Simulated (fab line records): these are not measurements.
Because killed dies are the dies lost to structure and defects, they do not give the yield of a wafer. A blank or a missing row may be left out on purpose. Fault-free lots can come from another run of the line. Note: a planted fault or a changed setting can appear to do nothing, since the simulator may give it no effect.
Split-lot trial :: flow n5Finfet :: 7 lots, 39 wafers read, on a route of 1938 steps

## ON THE SPLIT
At N5_DUMMY_GATE_CVD_03 (deposits a-Si from SiH4, target thk 150 nm, time 8042 s), the setting targetThkA was moved away from the recipe's 1500 angstrom on 24 of the 39 wafers read, by -13.1% to +6.2%. This setting was run at the recipe's value on the other wafers.

The reading is taken at the split's own step.

## THE READING
a-Si_of_DUMMY_GATE_CVD_03.thkNm (the simulator's own value, which no gauge read), in nm, at N5_DUMMY_GATE_CVD_03 (deposits a-Si from SiH4, target thk 150 nm, time 8042 s). There is no usual value for it anywhere in the file. The 15 wafers here that ran the recipe average 150.1 nm, standard deviation 1.5 nm.

wafer: L078.1
tool, chamber at the split: -, -
targetThkA as run, angstrom: 1411
against the recipe: -5.9%
a-Si_of_DUMMY_GATE_CVD_03.thkNm, nm: 140.6
against lot-mates on the recipe: no lot-mate on the recipe

wafer: L078.2
tool, chamber at the split: -, -
targetThkA as run, angstrom: 1411
against the recipe: -5.9%
a-Si_of_DUMMY_GATE_CVD_03.thkNm, nm: 142.2
against lot-mates on the recipe: no lot-mate on the recipe

wafer: L078.6
tool, chamber at the split: -, -
targetThkA as run, angstrom: 1411
against the recipe: -5.9%
a-Si_of_DUMMY_GATE_CVD_03.thkNm, nm: 142.2
against lot-mates on the recipe: no lot-mate on the recipe

wafer: L078.3
tool, chamber at the split: -, -
targetThkA as run, angstrom: 1411
against the recipe: -5.9%
a-Si_of_DUMMY_GATE_CVD_03.thkNm, nm: 141
against lot-mates on the recipe: no lot-mate on the recipe

wafer: L078.4
tool, chamber at the split: -, -
targetThkA as run, angstrom: 1411
against the recipe: -5.9%
a-Si_of_DUMMY_GATE_CVD_03.thkNm, nm: 142.6
against lot-mates on the recipe: no lot-mate on the recipe

wafer: L078.5
tool, chamber at the split: -, -
targetThkA as run, angstrom: 1411
against the recipe: -5.9%
a-Si_of_DUMMY_GATE_CVD_03.thkNm, nm: 141.4
against lot-mates on the recipe: no lot-mate on the recipe

wafer: L079.1
tool, chamber at the split: -, -
targetThkA as run, angstrom: 1593
against the recipe: +6.2%
a-Si_of_DUMMY_GATE_CVD_03.thkNm, nm: 161.4
against lot-mates on the recipe: no lot-mate on the recipe

wafer: L079.2
tool, chamber at the split: -, -
targetThkA as run, angstrom: 1593
against the recipe: +6.2%
a-Si_of_DUMMY_GATE_CVD_03.thkNm, nm: 162
against lot-mates on the recipe: no lot-mate on the recipe

wafer: L079.3
tool, chamber at the split: -, -
targetThkA as run, angstrom: 1593
against the recipe: +6.2%
a-Si_of_DUMMY_GATE_CVD_03.thkNm, nm: 161.2
against lot-mates on the recipe: no lot-mate on the recipe

wafer: L079.4
tool, chamber at the split: -, -
targetThkA as run, angstrom: 1593
against the recipe: +6.2%
a-Si_of_DUMMY_GATE_CVD_03.thkNm, nm: 160
against lot-mates on the recipe: no lot-mate on the recipe

wafer: L079.5
tool, chamber at the split: -, -
targetThkA as run, angstrom: 1593
against the recipe: +6.2%
a-Si_of_DUMMY_GATE_CVD_03.thkNm, nm: 162.4
against lot-mates on the recipe: no lot-mate on the recipe

wafer: L079.6
tool, chamber at the split: -, -
targetThkA as run, angstrom: 1593
against the recipe: +6.2%
a-Si_of_DUMMY_GATE_CVD_03.thkNm, nm: 161
against lot-mates on the recipe: no lot-mate on the recipe

wafer: L085.1
tool, chamber at the split: -, -
targetThkA as run, angstrom: 1310
against the recipe: -12.7%
a-Si_of_DUMMY_GATE_CVD_03.thkNm, nm: 132.4
against lot-mates on the recipe: no lot-mate on the recipe

wafer: L085.2
tool, chamber at the split: -, -
targetThkA as run, angstrom: 1310
against the recipe: -12.7%
a-Si_of_DUMMY_GATE_CVD_03.thkNm, nm: 131.6
against lot-mates on the recipe: no lot-mate on the recipe

wafer: L085.3
tool, chamber at the split: -, -
targetThkA as run, angstrom: 1310
against the recipe: -12.7%
a-Si_of_DUMMY_GATE_CVD_03.thkNm, nm: 131.8
against lot-mates on the recipe: no lot-mate on the recipe

wafer: L085.5
tool, chamber at the split: -, -
targetThkA as run, angstrom: 1310
against the recipe: -12.7%
a-Si_of_DUMMY_GATE_CVD_03.thkNm, nm: 131.8
against lot-mates on the recipe: no lot-mate on the recipe

wafer: L085.4
tool, chamber at the split: -, -
targetThkA as run, angstrom: 1310
against the recipe: -12.7%
a-Si_of_DUMMY_GATE_CVD_03.thkNm, nm: 133.2
against lot-mates on the recipe: no lot-mate on the recipe

wafer: L085.6
tool, chamber at the split: -, -
targetThkA as run, angstrom: 1310
against the recipe: -12.7%
a-Si_of_DUMMY_GATE_CVD_03.thkNm, nm: 133.2
against lot-mates on the recipe: no lot-mate on the recipe

wafer: L087.1
tool, chamber at the split: -, -
targetThkA as run, angstrom: 1303
against the recipe: -13.1%
a-Si_of_DUMMY_GATE_CVD_03.thkNm, nm: 130.4
against lot-mates on the recipe: no lot-mate on the recipe

wafer: L087.2
tool, chamber at the split: -, -
targetThkA as run, angstrom: 1303
against the recipe: -13.1%
a-Si_of_DUMMY_GATE_CVD_03.thkNm, nm: 129
against lot-mates on the recipe: no lot-mate on the recipe

wafer: L087.3
tool, chamber at the split: -, -
targetThkA as run, angstrom: 1303
against the recipe: -13.1%
a-Si_of_DUMMY_GATE_CVD_03.thkNm, nm: 129.6
against lot-mates on the recipe: no lot-mate on the recipe

wafer: L087.4
tool, chamber at the split: -, -
targetThkA as run, angstrom: 1303
against the recipe: -13.1%
a-Si_of_DUMMY_GATE_CVD_03.thkNm, nm: 129.6
against lot-mates on the recipe: no lot-mate on the recipe

wafer: L087.5
tool, chamber at the split: -, -
targetThkA as run, angstrom: 1303
against the recipe: -13.1%
a-Si_of_DUMMY_GATE_CVD_03.thkNm, nm: 130.6
against lot-mates on the recipe: no lot-mate on the recipe

wafer: L087.6
tool, chamber at the split: -, -
targetThkA as run, angstrom: 1303
against the recipe: -13.1%
a-Si_of_DUMMY_GATE_CVD_03.thkNm, nm: 129.4
against lot-mates on the recipe: no lot-mate on the recipe

wafer: L091.1
tool, chamber at the split: -, -
targetThkA as run, angstrom: 1500
against the recipe: recipe
a-Si_of_DUMMY_GATE_CVD_03.thkNm, nm: 151.2
against lot-mates on the recipe: -

wafer: L091.2
tool, chamber at the split: -, -
targetThkA as run, angstrom: 1500
against the recipe: recipe
a-Si_of_DUMMY_GATE_CVD_03.thkNm, nm: 150.8
against lot-mates on the recipe: -

wafer: L091.3
tool, chamber at the split: -, -
targetThkA as run, angstrom: 1500
against the recipe: recipe
a-Si_of_DUMMY_GATE_CVD_03.thkNm, nm: 151
against lot-mates on the recipe: -

wafer: L091.5
tool, chamber at the split: -, -
targetThkA as run, angstrom: 1500
against the recipe: recipe
a-Si_of_DUMMY_GATE_CVD_03.thkNm, nm: 151
against lot-mates on the recipe: -

wafer: L091.4
tool, chamber at the split: -, -
targetThkA as run, angstrom: 1500
against the recipe: recipe
a-Si_of_DUMMY_GATE_CVD_03.thkNm, nm: 151.8
against lot-mates on the recipe: -

wafer: L091.6
tool, chamber at the split: -, -
targetThkA as run, angstrom: 1500
against the recipe: recipe
a-Si_of_DUMMY_GATE_CVD_03.thkNm, nm: 151.4
against lot-mates on the recipe: -

wafer: L092.1
tool, chamber at the split: -, -
targetThkA as run, angstrom: 1500
against the recipe: recipe
a-Si_of_DUMMY_GATE_CVD_03.thkNm, nm: 149.4
against lot-mates on the recipe: -

wafer: L092.2
tool, chamber at the split: -, -
targetThkA as run, angstrom: 1500
against the recipe: recipe
a-Si_of_DUMMY_GATE_CVD_03.thkNm, nm: 149.4
against lot-mates on the recipe: -

wafer: L092.6
tool, chamber at the split: -, -
targetThkA as run, angstrom: 1500
against the recipe: recipe
a-Si_of_DUMMY_GATE_CVD_03.thkNm, nm: 149.4
against lot-mates on the recipe: -

wafer: L092.3
tool, chamber at the split: -, -
targetThkA as run, angstrom: 1500
against the recipe: recipe
a-Si_of_DUMMY_GATE_CVD_03.thkNm, nm: 147.2
against lot-mates on the recipe: -

wafer: L092.4
tool, chamber at the split: -, -
targetThkA as run, angstrom: 1500
against the recipe: recipe
a-Si_of_DUMMY_GATE_CVD_03.thkNm, nm: 147.6
against lot-mates on the recipe: -

wafer: L092.5
tool, chamber at the split: -, -
targetThkA as run, angstrom: 1500
against the recipe: recipe
a-Si_of_DUMMY_GATE_CVD_03.thkNm, nm: 148
against lot-mates on the recipe: -

wafer: L094.2
tool, chamber at the split: lpcvd-01, 1/20
targetThkA as run, angstrom: 1500
against the recipe: recipe
a-Si_of_DUMMY_GATE_CVD_03.thkNm, nm: 150.4
against lot-mates on the recipe: -

wafer: L094.5
tool, chamber at the split: lpcvd-01, 1/34
targetThkA as run, angstrom: 1500
against the recipe: recipe
a-Si_of_DUMMY_GATE_CVD_03.thkNm, nm: 151.2
against lot-mates on the recipe: -

wafer: L094.6
tool, chamber at the split: lpcvd-01, 1/39
targetThkA as run, angstrom: 1500
against the recipe: recipe
a-Si_of_DUMMY_GATE_CVD_03.thkNm, nm: 151.8
against lot-mates on the recipe: -

FIT RESULTS
A straight line over all 39 wafers: a-Si_of_DUMMY_GATE_CVD_03.thkNm changes by +1.54 nm for each +1% of targetThkA; r = +0.99; the points scatter about the line by 1.3 nm.
Too few moved wafers with a lot-mate on the recipe to fit a line net of each lot's own level.

## THE FILE'S OWN FIT
a-Si_of_DUMMY_GATE_CVD_03.thkNm changes by +1.54 nm for each +1% of targetThkA, r = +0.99.
